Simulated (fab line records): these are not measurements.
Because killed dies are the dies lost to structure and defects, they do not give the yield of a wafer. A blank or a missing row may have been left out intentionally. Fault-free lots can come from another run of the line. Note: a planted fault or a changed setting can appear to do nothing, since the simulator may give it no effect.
What tool caused it?    flow nand_harc    13 lots, 39 wafers sampled, at 5 steps of a route of 1302

== WHAT THE GAUGES SHOWED, per wafer ==
NHARC_END_SORT_01. Usual: killed_at_array 52, standard deviation 17; killed_at_other 0.9, standard deviation 1.2; killed_at_periphery 3.9, standard deviation 2.7; killed_dies 57, standard deviation 16; killed_open 3.3, standard deviation 1.9; killed_short 2.5, standard deviation 1.5.
lot   measured      on         killed_at_array  killed_at_other  killed_at_periphery  killed_dies  killed_open  killed_short  flag
L105  day 29 07:08  prober-01  47 60 120        5 6 1            4 5 1                56 71 122    3 2 2        4 3 1         
L106  day 30 01:46  prober-02  32 100 20        0 0 2            6 8 8                38 108 30    0 4 2        2 0 1         

== WHICH TOOL RAN EACH LOT (tool, then ch and the chambers of the sampled wafers, then the start) ==
lot   NHARC_A_STAIRCASE_DEP_301        NHARC_A_BONDPAD_DEGAS_25      NHARC_HYBRID_BOND_ACTIVATE_00       NHARC_THIN_TSV_PRE_CLEAN_54
L994  pecvd-04 ch 0,1,2, day 18 02:36  pvd_sputter-03, day 24 04:31  rie_diel-13 ch 0,1,3, day 24 06:13  pvd_sputter-01, day 25 01:25
L995  pecvd-03 ch 1,2, day 18 04:02    pvd_sputter-01, day 24 04:01  rie_diel-10 ch 0,1,3, day 24 05:43  pvd_sputter-01, day 24 23:08
L996  pecvd-03 ch 0,1, day 18 11:49    pvd_sputter-01, day 24 15:08  rie_diel-10 ch 1,2, day 24 16:48    pvd_sputter-02, day 25 11:20
L998  pecvd-03 ch 0,1, day 19 15:48    pvd_sputter-01, day 25 17:22  rie_diel-10 ch 0,2,3, day 25 19:02  pvd_sputter-02, day 26 12:11
L102  pecvd-04 ch 1,2, day 21 07:53    pvd_sputter-01, day 27 15:54  rie_diel-10 ch 0,1,2, day 27 17:38  pvd_sputter-02, day 28 11:25
L105  pecvd-04 ch 0,1,2, day 21 18:11  pvd_sputter-03, day 27 23:09  rie_diel-10 ch 0,1,3, day 28 00:52  pvd_sputter-02, day 28 14:43
L106  pecvd-04 ch 0,1,2, day 22 18:08  pvd_sputter-03, day 28 16:05  rie_diel-10 ch 0,2, day 28 17:46    pvd_sputter-01, day 29 11:08
L107  pecvd-02 ch 0,1,2, day 23 11:46  pvd_sputter-03, day 29 20:28  rie_diel-10 ch 0,2,3, day 29 22:12  pvd_sputter-02, day 30 15:43
L108  pecvd-02 ch 0,1,2, day 23 14:17  pvd_sputter-01, day 29 18:07  rie_diel-10 ch 1,2,3, day 29 19:49  pvd_sputter-02, day 30 14:31
L109  pecvd-03 ch 0,1,2, day 24 17:14  pvd_sputter-03, day 30 18:40  rie_diel-10 ch 0,1,2, day 30 20:22  pvd_sputter-01, day 31 12:41
L113  pecvd-03 ch 1,2, day 26 06:19    pvd_sputter-02, day 32 12:27  rie_diel-10 ch 0,1, day 32 14:25    pvd_sputter-01, day 33 08:07
L112  pecvd-03 ch 0,2, day 26 14:04    pvd_sputter-02, day 32 21:12  rie_diel-10 ch 0,1, day 32 22:55    pvd_sputter-02, day 33 16:56
L114  pecvd-04 ch 1,2, day 26 20:42    pvd_sputter-03, day 33 05:14  rie_diel-13 ch 0,1,2, day 33 06:56  pvd_sputter-02, day 34 03:57
- NHARC_A_STAIRCASE_DEP_301: deposits SiON, target thk 30 nm.
- NHARC_A_BONDPAD_DEGAS_25: time 60 s.
- NHARC_HYBRID_BOND_ACTIVATE_00: chemistry N2, time 60 s.
- NHARC_THIN_TSV_PRE_CLEAN_54: time 30 s.

== AS READ BY THE TOOLS THEMSELVES (means over the sampled wafers that have a number; for cases with no such wafer, the mark the record gives instead) ==
NHARC_A_STAIRCASE_DEP_301. Usual: heater_power_w 755 W, standard deviation 92; rf_fwd_power_W 348.5 W, standard deviation 1.1.
lot   tool      heater_power_w (W)  rf_fwd_power_W (W)  flag
L994  pecvd-04  703                 347.9               
L995  pecvd-03  827                 347.8               
L996  pecvd-03  722                 348.9               
L998  pecvd-03  694                 349.3               
L102  pecvd-04  782                 349.3               
L105  pecvd-04  711                 347.4               
L106  pecvd-04  706                 348.9               
L107  pecvd-02  709                 348.7               
L108  pecvd-02  737                 347.5               
L109  pecvd-03  753                 348.1               
L113  pecvd-03  790                 348.8               
L112  pecvd-03  848                 349.0               
L114  pecvd-04  803                 348.1               

NHARC_A_BONDPAD_DEGAS_25. Usual: heater_power_w reads 481 W (standard deviation 65).
lot   tool            heater_power_w (W)  flag
L994  pvd_sputter-03  487                 
L995  pvd_sputter-01  513                 
L996  pvd_sputter-01  455                 
L998  pvd_sputter-01  457                 
L102  pvd_sputter-01  542                 
L105  pvd_sputter-03  456                 
L106  pvd_sputter-03  487                 
L107  pvd_sputter-03  458                 
L108  pvd_sputter-01  480                 
L109  pvd_sputter-03  479                 
L113  pvd_sputter-02  471                 
L112  pvd_sputter-02  448                 
L114  pvd_sputter-03  495                 

NHARC_HYBRID_BOND_ACTIVATE_00. Usual: drypump_motor_current_A 5.9 A, standard deviation 0.42; mfc_ar_sccm 0.008 sccm, standard deviation 0.011; oes_product_au 0.996 a.u., standard deviation 0.0089; rf_vpp_V 64.1 V, standard deviation 0.88; showerhead_plenum_p_Torr 1.76 Torr, standard deviation 0.088.
lot   tool         drypump_motor_current_A (A)  mfc_ar_sccm (sccm)  oes_product_au (a.u.)  rf_vpp_V (V)  showerhead_plenum_p_Torr (Torr)  flag
L994  rie_diel-13  5.9                          0.002               0.995                  64.5          1.85                             
L995  rie_diel-10  5.9                          0.013               1.005                  63.4          1.74                             
L996  rie_diel-10  5.8                          0.017               0.999                  64.3          1.70                             
L998  rie_diel-10  5.8                          0.005               1.005                  64.1          1.80                             
L102  rie_diel-10  6.0                          0.009               0.996                  64.1          1.73                             
L105  rie_diel-10  5.9                          0.013               0.985                  64.0          1.74                             
L106  rie_diel-10  6.2                          0.000               0.998                  65.0          1.76                             
L107  rie_diel-10  5.8                          0.005               0.999                  64.6          1.80                             
L108  rie_diel-10  5.6                          0.013               0.990                  64.7          1.77                             
L109  rie_diel-10  6.0                          0.009               0.991                  64.3          1.72                             
L113  rie_diel-10  6.1                          0.017               1.007                  62.6          1.66                             
L112  rie_diel-10  6.1                          0.017               1.003                  63.6          1.66                             
L114  rie_diel-13  5.6                          0.000               0.999                  64.1          1.79                             

NHARC_THIN_TSV_PRE_CLEAN_54. Usual: heater_power_w reads 414 W (standard deviation 52).
lot   tool            heater_power_w (W)  flag
L994  pvd_sputter-01  441                 
L995  pvd_sputter-01  366                 
L996  pvd_sputter-02  389                 
L998  pvd_sputter-02  378                 
L102  pvd_sputter-02  389                 
L105  pvd_sputter-02  390                 
L106  pvd_sputter-01  491                 
L107  pvd_sputter-02  407                 
L108  pvd_sputter-02  421                 
L109  pvd_sputter-01  417                 
L113  pvd_sputter-01  442                 
L112  pvd_sputter-02  379                 
L114  pvd_sputter-02  383                 

== THE ANSWER, worked out from the rows above alone ==
Rule: a lot is off if the mean of its wafers that have a number lies more than 3 standard deviations from the usual mean. Also off: a lot with no number at a reading for which 4 or more lots have one. The other lots that the step has rows for count as sound. First the gauges in route order, then the tools' own readings, where a lot's mean is used as printed above. At the first step where some lot is off, the reading lying furthest off is the one used; lots without a number count as furthest.
No lot is off on any of the readings shown, so nothing can be concluded from this.

== WHAT THE SIMULATOR PUT IN ==
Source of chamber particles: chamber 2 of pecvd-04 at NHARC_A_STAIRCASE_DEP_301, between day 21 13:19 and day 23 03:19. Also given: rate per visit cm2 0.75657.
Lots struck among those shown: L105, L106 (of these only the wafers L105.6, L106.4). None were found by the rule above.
